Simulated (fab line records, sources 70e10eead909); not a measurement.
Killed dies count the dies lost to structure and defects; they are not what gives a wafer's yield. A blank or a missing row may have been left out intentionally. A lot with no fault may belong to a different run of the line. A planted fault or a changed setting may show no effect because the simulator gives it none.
fab line records	flow nandHarc
record lots=5	wafers=14	lastDay=33
route steps=1302 shown A_M0@1148
lots that met no fault: from a run of the same line without faults
startH: the number of hours between the record's first day and the start of the first shown wafer of the lot	waitH: time in hours since the lot's previous step	" repeats the value in the row above	L1.1+2: a row that stands for several wafers	- no value present, or no start provided	* or withheld: withheld	< > ~ a bound
route shown NAME@n: a module of which the file shows steps, and the number in the route of the first	usual: mean/standard deviation of fault-free wafers	same: alike in all rows	chamber/n: place in a boat	sites: readings site by site	_std_site: the values' standard deviation	_edge_site: mean of outer sites minus mean of inner sites	radiusMm: how far each site lies from the wafer's centre	mask NAME#n: copy n	behind: the tool/chamber that last shaped the wafer	hold: the reason the lot was held/the length of the hold in hours/how it ended	device: the transistor (n, p or np) that didn't switch	end of line: tests of these same wafers at the route's end	step lacking rows: just its recipe	killed: not the wafer's yield, but the dies lost to structure and defects at the first sort	map: a wafer's dies, marking killed ones x, the rest . and places with no die _
set.NAME: setting as actually run; set.NAME@STEP: the setting as run at that earlier step	model.NAME: the simulator's own value behind a step, which no gauge read
a table for each step, a row for each wafer; lots at some steps of the route
services: when a tool's chamber went out of use (startH, in hours from the record's first day, below 0 if earlier), for how many hours, and the reason
## steps
# step NHARC_A_M0_OVL_MEAS_10
# recipe pitchNm=160
# usual overlayXNm=0.3/1.1	overlayYNm=0.1/0.72
lot.wafer	tool	chamber	startH	waitH	overlayXNm	overlayYNm
L880.1	overlay-01	-	539.29	-	1.4	0.7
L880.5	"	-	"	"	1.2	1.1
L880.6	"	-	"	"	1.5	0.6
L887.2	overlay-02	-	598.70	-	1.3	0.7
L887.3	"	-	"	"	0.7	0.6
L887.6	"	-	"	"	0.7	0.8
L891.1	overlay-02	-	646.81	-	-1.2	-0.4
L891.4	"	-	"	"	-1.1	-0.1
L891.5	"	-	"	"	-0.9	0.1
L890.1	overlay-02	-	648.15	-	3.2	-1.2
L890.2	"	-	"	"	2.1	-0.9
L901.1	overlay-02	-	754.47	-	-0.4	-0.2
L901.5	"	-	"	"	-0.7	0.3
L901.6	"	-	"	"	-0.1	-0.1
# step NHARC_A_M0_INSPECT_11
# usual rawDefectCount=85/44
lot.wafer	tool	chamber	startH	waitH	rawDefectCount
L880.1	defectInspect-01	-	539.33	0.0	75
L880.5	"	-	"	"	55
L880.6	"	-	"	"	58
L887.2	defectInspect-01	-	598.74	0.0	150
L887.3	"	-	"	"	151
L887.6	"	-	"	"	171
L891.1	defectInspect-02	-	646.84	0.0	87
L891.4	"	-	"	"	89
L891.5	"	-	"	"	104
L890.1	defectInspect-02	-	648.19	0.0	39
L890.2	"	-	"	"	72
L901.1	defectInspect-01	-	754.50	0.0	70
L901.5	"	-	"	"	55
L901.6	"	-	"	"	62
# step NHARC_A_M0_DESCUM_14
# recipe timeS=3	o2FlowSccm=200	arFlowSccm=0	biasPowerW=0	chemistry=O2
# usual drypumpMotorCurrentA=5.8/0.35	oesProductAu=1.001/0.013	rfVppV=57.8/0.86	showerheadPlenumPTorr=1.90/0.083	throttleValvePct=11.312/0.0091
lot.wafer	tool	chamber	startH	waitH	drypumpMotorCurrentA	oesProductAu	rfHoursCounterH	rfVppV	showerheadPlenumPTorr	throttleValvePct
L880.1	rieDiel-05	2	539.39	0.1	5.5	0.992	7.0	56.8	1.98	11.317
L880.6	"	2	"	"	5.5	0.988	-	57.5	1.98	11.322
L880.5	"	3	"	"	5.5	0.988	-	57.8	1.78	11.314
L887.2	rieDiel-05	1	598.82	0.1	6.0	0.978	0.0	57.6	1.88	11.303
L887.3	"	2	"	"	5.6	1.009	0.1	57.5	1.98	11.293
L887.6	"	3	"	"	5.4	1.008	-	58.3	1.78	11.308
L891.1	rieDiel-05	0	646.91	0.1	6.0	0.994	2.9	58.0	1.89	11.320
L891.4	"	2	"	"	5.5	1.022	3.0	58.1	1.98	11.311
L891.5	"	0	"	"	6.0	0.995	-	57.2	1.90	11.305
L890.2	rieDiel-06	3	648.25	0.1	5.6	0.990	8.5	57.8	1.88	11.319
L890.1	"	2	"	"	6.1	1.027	8.3	57.5	1.99	11.305
L901.1	rieDiel-05	0	754.59	0.1	6.0	0.974	7.1	58.0	1.89	11.316
L901.6	"	1	"	"	6.0	0.986	-	57.5	1.88	11.331
L901.5	"	2	"	"	5.6	1.022	-	58.8	1.98	11.312
# step NHARC_A_M0_ETCH_34
# recipe targetDepthA=400	overetchA=120	timeS=43.94	ionEnergyEv=200	n2FlowSccm=150	h2FlowSccm=150	arFlowSccm=0	rfW=400	biasW=150	chemistry=N2/H2
# usual drypumpMotorCurrentA=5.8/0.34	n2FlowSccm=150.0/0.42	oesProductAu=1.001/0.014	rfVppV=430.1/2.5	showerheadPlenumPTorr=2.02/0.09	throttleValvePct=14.169/0.0096
lot.wafer	tool	chamber	startH	waitH	drypumpMotorCurrentA	n2FlowSccm	oesProductAu	rfHoursCounterH	rfVppV	showerheadPlenumPTorr	throttleValvePct
L880.1	rieDiel-05	1	539.49	0.1	6.0	150.0	1.003	7.0	429.9	2.01	14.171
L880.5	"	3	"	"	5.5	149.9	0.985	-	427.9	1.89	14.174
L880.6	"	0	"	"	6.0	150.1	0.984	-	429.4	2.02	14.164
L887.3	rieDiel-05	0	598.89	0.1	6.0	149.9	0.998	0.0	429.2	2.02	14.173
L887.2	"	3	"	"	5.5	150.2	1.001	0.1	425.4	1.89	14.164
L887.6	"	0	"	"	6.0	149.8	1.009	-	429.8	2.02	14.184
L891.1	rieDiel-05	3	647.00	0.1	5.5	150.9	0.995	2.9	426.3	1.89	14.173
L891.4	"	0	"	"	6.0	150.3	0.990	2.9	431.0	2.02	14.174
L891.5	"	1	"	"	6.0	150.6	0.993	-	429.9	2.01	14.178
L890.1	rieDiel-06	2	648.33	0.1	6.1	149.4	1.023	8.3	433.8	2.12	14.163
L890.2	"	3	"	"	5.6	149.3	0.990	8.5	429.7	2.00	14.164
L901.1	rieDiel-05	0	754.66	0.1	6.0	149.8	0.981	7.1	430.2	2.02	14.166
L901.5	"	3	"	"	5.5	150.2	1.003	-	428.0	1.89	14.150
L901.6	"	0	"	"	6.0	149.8	0.982	-	430.2	2.02	14.162
# step NHARC_A_M0_ETCH_15
# recipe targetDepthA=1500	overetchA=150	timeS=82.5	c4f8FlowSccm=withheld	arFlowSccm=400	rfW=600	biasW=300	chemistry=C4F8/Ar
# step NHARC_A_M0_CD_MEAS_16
# usual cdNm=80.4/0.92
lot.wafer	tool	chamber	startH	waitH	cdNm
L880.1	cdSem-01	-	539.69	-	80.9
L880.5	"	-	"	"	82.4
L880.6	"	-	"	"	80.9
L887.2	cdSem-02	-	599.10	-	80.0
L887.3	"	-	"	"	79.0
L887.6	"	-	"	"	79.5
L891.1	cdSem-01	-	647.20	-	80.1
L891.4	"	-	"	"	81.3
L891.5	"	-	"	"	81.7
L890.1	cdSem-01	-	648.55	-	80.2
L890.2	"	-	"	"	79.9
L901.1	cdSem-01	-	754.86	-	81.2
L901.5	"	-	"	"	80.4
L901.6	"	-	"	"	81.2
# step NHARC_A_M0_STRIP_18
# recipe powerW=1000	n2FlowSccm=150	h2FlowSccm=150	arFlowSccm=0	biasW=0	chemistry=N2/H2
# usual drypumpMotorCurrentA=5.7/0.37	n2FlowSccm=150.0/0.43	oesProductAu=1.002/0.011	rfVppV=90.5/1	showerheadPlenumPTorr=2.02/0.085	throttleValvePct=14.171/0.0087
lot.wafer	tool	chamber	startH	waitH	drypumpMotorCurrentA	n2FlowSccm	oesProductAu	rfHoursCounterH	rfVppV	showerheadPlenumPTorr	throttleValvePct
L880.1	rieDiel-05	0	539.79	0.1	6.0	150.4	0.977	6	91.1	2.02	14.161
L880.6	"	3	"	"	5.5	149.9	0.988	-	90.1	1.89	14.178
L880.5	"	0	"	"	6.0	150.1	0.985	-	90.8	2.02	14.178
L887.2	rieDiel-05	0	599.20	0.1	6.0	150.0	0.986	0	90.0	2.02	14.179
L887.3	"	2	"	"	5.6	150.4	1.012	0	92.1	2.11	14.163
L887.6	"	0	"	"	6.0	150.1	1.003	-	91.6	2.02	14.167
L891.4	rieDiel-08	2	647.28	0.1	5.9	150.2	1.001	7	90.3	2.07	14.183
L891.1	"	1	"	"	5.4	149.9	1.008	5	88.8	1.95	14.178
L891.5	"	2	"	"	5.9	149.6	0.996	-	91.3	2.07	14.181
L890.1	rieDiel-06	0	648.65	0.1	6.6	150.2	1.013	7	91.5	2.19	14.176
L890.2	"	1	"	"	6.2	149.9	1.021	9	89.2	1.89	14.161
L901.1	rieDiel-06	2	755.02	0.2	6.0	150.1	1.015	4	91.9	2.12	14.173
L901.5	"	3	"	"	5.6	149.3	1.002	-	91.0	2.00	14.168
L901.6	"	0	"	"	6.5	149.4	1.019	-	92.0	2.19	14.173
# step NHARC_A_M0_STRIP_19
# recipe timeS=600	tempC=30	chemistry=postEtchResidueRemover
# step NHARC_A_M0_DEGAS_28
# recipe tempC=250	timeS=60
# step NHARC_A_M0_PRE_CLEAN_29
# recipe timeS=30	tempC=280	gas=H2/He
# usual heaterPowerW=402/38	susceptorTempC=280.00/0.18
lot.wafer	tool	chamber	startH	waitH	heaterPowerW	susceptorTempC
L880.1	pvdSputter-02	-	-	-	448	280.08
L880.6	"	-	"	"	388	279.82
L880.5	"	-	"	"	455	280.41
L887.3	pvdSputter-01	-	-	-	444	279.74
L887.2	"	-	"	"	354	279.90
L887.6	"	-	"	"	352	279.89
L891.1	pvdSputter-03	-	-	-	403	279.99
L891.4	"	-	"	"	464	279.74
L891.5	"	-	"	"	326	279.97
L890.1	pvdSputter-01	-	-	-	439	279.80
L890.2	"	-	"	"	368	280.17
L901.1	pvdSputter-03	-	-	-	459	279.78
L901.5	"	-	"	"	406	279.96
L901.6	"	-	"	"	442	279.93
# step NHARC_A_M0_PVD_20
# recipe targetThkA=50	biasV=168.6	powerW=15000	chamberPressurePa=0.12	timeS=8.06	substrateTempC=50	material=TaN
# usual throttleValvePct=29.9/1.1
lot.wafer	tool	chamber	startH	waitH	throttleValvePct
L880.1	pvdSputter-02	-	-	-	29.7
L880.5	"	-	"	"	29.6
L880.6	"	-	"	"	30.2
L887.3	pvdSputter-01	-	-	-	28.9
L887.2	"	-	"	"	30.4
L887.6	"	-	"	"	29.5
L891.4	pvdSputter-03	-	-	-	29.8
L891.1	"	-	"	"	27.1
L891.5	"	-	"	"	30.0
L890.2	pvdSputter-01	-	-	-	29.6
L890.1	"	-	"	"	29.0
L901.1	pvdSputter-03	-	-	-	29.4
L901.6	"	-	"	"	31.1
L901.5	"	-	"	"	29.2
# step NHARC_A_M0_PVD_21
# recipe targetThkA=300	chamberPressurePa=5	powerW=5000	substrateTempC=30	timeS=20.49	material=Cu
# step NHARC_A_M0_ECD_22
# recipe targetThkA=4000	bathTempC=25	material=Cu
# usual bathHeatDutyPct=6.6/0.55
lot.wafer	tool	chamber	startH	waitH	bathHeatDutyPct
L880.1	ecdCu-01	0	540.66	-	5.5
L880.6	"	0	"	"	6.3
L880.5	"	1	"	"	6.7
L887.2	ecdCu-01	0	600.13	-	6.6
L887.3	"	0	"	"	6.3
L887.6	"	1	"	"	6.2
L891.1	ecdCu-02	1	648.20	-	7.2
L891.4	"	0	"	"	6.1
L891.5	"	0	"	"	7.0
L890.1	ecdCu-02	0	649.53	-	6.1
L890.2	"	1	"	"	7.2
L901.1	ecdCu-02	0	755.85	-	5.5
L901.6	"	0	"	"	6.6
L901.5	"	1	"	"	6.4
# step NHARC_A_M0_ANNEAL_30
# recipe tempC=225	timeS=90
# step NHARC_A_M0_CMP_23
# recipe tOverpolishS=20	targetThkNm=113.75
# usual motorCurrentA=12.0/1.2	timeToEndpointS=30/4
lot.wafer	tool	chamber	startH	waitH	motorCurrentA	timeToEndpointS
L880.1	cmp-01	2	541.44	-	12.7	37
L880.5	"	0	"	"	12.9	28
L880.6	"	1	"	"	14.0	30
L887.3	cmp-03	3	600.80	-	10.0	28
L887.2	"	1	"	"	12.3	31
L887.6	"	3	"	"	10.2	29
L891.1	cmp-03	1	649.23	-	12.2	37
L891.4	"	2	"	"	12.4	24
L891.5	"	1	"	"	11.5	37
L890.2	cmp-02	0	650.57	-	10.4	25
L890.1	"	2	"	"	11.1	47
L901.1	cmp-03	1	756.62	-	12.3	35
L901.6	"	3	"	"	9.9	34
L901.5	"	0	"	"	11.4	34
# step NHARC_A_M0_THK_MEAS_24
# recipe thkMeasGauge=xrf
# usual thkNm=114.1/1.8
lot.wafer	tool	chamber	startH	waitH	thkNm
L880.1	filmMetro-02	-	541.69	-	114.5
L880.5	"	-	"	"	111.8
L880.6	"	-	"	"	114.4
L887.2	filmMetro-02	-	601.12	-	115.5
L887.3	"	-	"	"	114.4
L887.6	"	-	"	"	111.5
L891.1	filmMetro-02	-	649.54	-	117.4
L891.4	"	-	"	"	112.5
L891.5	"	-	"	"	117.5
L890.1	filmMetro-01	-	650.89	-	116.6
L890.2	"	-	"	"	114.4
L901.1	filmMetro-02	-	756.87	-	115.0
L901.5	"	-	"	"	115.1
L901.6	"	-	"	"	114.2
## services
tool	chamber	startH	hours	kind
rieDiel-06	2	517.52	3.5	repair
rieDiel-05	0	524.36	6.7	repair
pvdSputter-03	-	526.00	10.0	pm
rieDiel-06	0	533.93	27.3	repair
cmp-03	-	554.14	4.0	pm
pvdSputter-03	-	560.40	6.0	repair
rieDiel-05	2	570.26	6.1	repair
pvdSputter-01	-	582.00	10.0	pm
rieDiel-05	-	583.73	9.0	pm
rieDiel-06	-	586.36	0.4	repair
rieDiel-06	1	606.07	2.9	repair
cmp-03	-	612.83	3.1	repair
rieDiel-05	3	649.22	3.5	repair
cmp-03	-	652.14	4.0	pm
rieDiel-06	-	661.21	9.0	pm
pvdSputter-03	-	680.21	1.1	repair
pvdSputter-03	-	683.92	2.5	repair
rieDiel-05	1	689.59	38.9	repair
rieDiel-06	3	697.35	2.2	repair
pvdSputter-03	-	704.00	10.0	pm
pvdSputter-03	-	714.58	3.9	repair
pvdSputter-01	-	729.68	1.0	repair
rieDiel-05	0	740.64	8.2	repair
pvdSputter-01	-	743.32	6.0	repair
## key
firstSign step=NHARC_A_M0_CMP_23	reading=timeToEndpointS	direction=up	sigmas=4.3	usual=*	struck=*
effect none on later readings
metAt NHARC_A_M0_ECD_22
struckWafers L890.1
sortLeftOut L890.1
onsetBetween 648.20 649.53
fault kind=processParameterDrift	tool=ecdCu-02	chamber=-	onsetH=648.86	steps=NHARC_A_M0_ECD_22	channel=targetThkA	offset=*	shape=step	endH=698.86	scope=struckWafersOnly	actsIn=*	stated=*
# sortLeftOut: the simulated sort isn't trusted on such a fault, so these wafers' sort isn't shown, and their yield isn't known
